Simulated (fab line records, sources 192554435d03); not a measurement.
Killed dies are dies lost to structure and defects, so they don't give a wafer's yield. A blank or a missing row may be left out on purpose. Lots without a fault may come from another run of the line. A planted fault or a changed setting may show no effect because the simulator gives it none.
Chamber matching | flow n5_finfet | N5_BEOL_M3_ETCH_74 on rie_diel-02: 4 sister chambers
The step etches underlayer in N2/H2, target depth 6.5 nm, time 5.2 s. 4 wafers are shown with their chamber, then 9 later ones without.

WAFERS WITH THEIR CHAMBER
wafer  | chamber | showerhead_plenum_p_Torr (Torr)
L079.6 | 1       | 2.48
L082.1 | 3       | 2.43
L084.1 | 2       | 2.58
L084.6 | 0       | 2.61

WAFERS WITHOUT THEIR CHAMBER
wafer  | showerhead_plenum_p_Torr (Torr)
L089.1 | 2.61
L089.3 | 2.57
L089.4 | 2.47
L092.2 | 2.61
L092.4 | 2.42
L092.6 | 2.57
L096.1 | 2.56
L096.4 | 2.42
L096.6 | 2.46

WHICH CHAMBER EACH WENT THROUGH
wafer  | from the rows above     | in truth
L089.1 | 0                       | 0
L089.3 | 2                       | 2
L089.4 | 1                       | 1
L092.2 | 0                       | 0
L092.4 | 3                       | 3
L092.6 | 2                       | 2
L096.1 | 2                       | 2
L096.4 | 3                       | 3
L096.6 | can't be placed: 1 or 3 | 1
Placed correctly: 8 of 9. Can't be placed from these rows: 1 (the true chamber is among the candidates in 1). Placed wrongly: 0.
How it was worked out, from the rows above alone: a wafer's distance from a chamber is the root of the sum, over the readings, of the square of ((its reading less the chamber's mean) divided by the reading's scatter). The wafer belongs to the nearest chamber; if the next one is less than 2 further off, it can't be placed. A chamber's mean is the mean of its shown wafers. The scatter: with one shown wafer a chamber, the root of the mean of the squares of how far each hidden wafer lies from its nearest shown one.
